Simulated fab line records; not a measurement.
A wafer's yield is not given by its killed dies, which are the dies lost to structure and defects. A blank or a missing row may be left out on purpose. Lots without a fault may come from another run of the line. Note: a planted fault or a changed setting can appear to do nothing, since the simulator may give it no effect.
One fault seen from 2 desks + flow n5-finfet + each desk has only its own numbers; what lay behind them comes last

== AT THE METROLOGY DESK ==
Means of the sampled wafers that have a number, per lot and without regard to the tool the lot ran on: this is what the gauges read. The brackets show how far a lot's mean lies from the usual mean; more than 4 standard deviations puts the lot out of limits, marked OUT. It has 14 readings, of which 7 appear: the earliest out of limits, and the ones furthest out on some lot.
Columns: A = trench-depth-nm at N5_STI_FIN_REVEAL_FIN_H_MEAS_10, usual 52.2 nm; B = DIBL_N at N5_BEOL_M4_RC_MEAS_101, usual 35.9 mV/V; C = IOFF_N at N5_BEOL_M4_RC_MEAS_101, usual 0.149 nA/um; D = IOFF_N_85C at N5_BEOL_M4_RC_MEAS_101, usual 2.9 nA/um; E = IOFF_P at N5_BEOL_M4_RC_MEAS_101, usual 0.20 nA/um; F = SS_N at N5_BEOL_M4_RC_MEAS_101, usual 71.4 mV/dec; G = SS_P at N5_BEOL_M4_RC_MEAS_101, usual 73.2 mV/dec
| lot  | first seen here | A               | B               | C                | D              | E               | F              | G               |
|------|-----------------|-----------------|-----------------|------------------|----------------|-----------------|----------------|-----------------|
| L739 | day 3 06:37     | 52.2            | 34.8            | 0.149            | 2.9            | 0.19            | 71.7           | 73.3            |
| L740 | day 3 07:56     | 52.6            | 35.1            | 0.137            | 2.7            | 0.17            | 71.3           | 72.9            |
| L748 | day 5 08:26     | 51.9            | 35.9            | 0.147            | 2.9            | 0.23            | 71.3           | 73.2            |
| L751 | day 6 02:46     | 52.3            | 36.0            | 0.149            | 3.0            | 0.20            | 71.7           | 73.3            |
| L754 | day 6 19:42     | 46.9 (-8.2) OUT | 47.6 (+7.3) OUT | 0.821 (+23) OUT  | 12.3 (+20) OUT | 0.41 (+6.5) OUT | 86.6 (+25) OUT | 78.0 (+7.4) OUT |
| L755 | day 7 02:16     | 52.0            | 35.5            | 0.125            | 2.6            | 0.17            | 71.0           | 73.4            |
| L756 | day 7 10:17     | 47.6 (-7.1) OUT | 42.2            | 0.400 (+8.7) OUT | 6.6 (+7.9) OUT | 0.34 (+4.2) OUT | 79.7 (+13) OUT | 76.3 (+4.8) OUT |
| L759 | day 8 02:52     | 52.4            | 38.2            | 0.190            | 3.6            | 0.25            | 71.7           | 73.7            |
| L760 | day 8 06:56     | 52.2            | 35.1            | 0.141            | 2.8            | 0.18            | 71.5           | 72.9            |
Finding of this desk: L754, L756 out of limits; the first was L754 at day 6 19:42, on trench-depth-nm at N5_STI_FIN_REVEAL_FIN_H_MEAS_10. Within limits: L739, L740, L748, L751, L755, L759, L760.

== AT THE TOOL OWNER'S DESK: rie-diel-02 ==
The tool's own readings at N5_STI_FIN_REVEAL_ETCHBACK_08 (etches SiO2 in C4F6/O2, target depth 30.5 nm, time 10.167 s): means of the sampled wafers that have a number, for each lot that ran on this tool. The brackets show how far a lot's mean lies from the usual mean; more than 4 standard deviations puts the lot out of limits, marked OUT.
Columns: A = drypump-motor-current-A at N5_STI_FIN_REVEAL_ETCHBACK_08, usual 5.7 A; B = oes-product-au at N5_STI_FIN_REVEAL_ETCHBACK_08, usual 0.80 a.u.; C = rf-vpp-V at N5_STI_FIN_REVEAL_ETCHBACK_08, usual 662 V; D = showerhead-plenum-p-Torr at N5_STI_FIN_REVEAL_ETCHBACK_08, usual 2.91 Torr; E = throttle-valve-pct at N5_STI_FIN_REVEAL_ETCHBACK_08, usual 21.21 %
| lot  | first seen here | A   | B    | C   | D    | E     |
|------|-----------------|-----|------|-----|------|-------|
| L748 | day 5 05:28     | 5.6 | 0.79 | 653 | 2.91 | 21.49 |
| L751 | day 5 23:14     | 6.0 | 0.77 | 656 | 2.89 | 21.26 |
| L754 | day 6 16:45     | 5.8 | 0.66 | 647 | 2.85 | 21.32 |
| L756 | day 7 07:19     | 5.8 | 0.67 | 647 | 2.85 | 21.33 |
Result from this desk: across the 4 lots, nothing is out of limits.

== BROUGHT TOGETHER ==
The metrology desk could have raised an alarm at day 6 19:42, on L754, L756.
Nothing out of limits was seen by the tool owner's desk.
The tool owner's desk has L754, L756 on record, within its limits.
Of the lots named, all ran N5_STI_FIN_REVEAL_ETCHBACK_08 on rie-diel-02.

== WHAT THE SIMULATOR HAD INSERTED ==
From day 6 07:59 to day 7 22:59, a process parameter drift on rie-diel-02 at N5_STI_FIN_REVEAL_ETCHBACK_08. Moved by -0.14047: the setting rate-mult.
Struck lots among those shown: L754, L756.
Per desk, hours elapsed from the start of the fault to the first reading out of limits: for the metrology desk, 12.
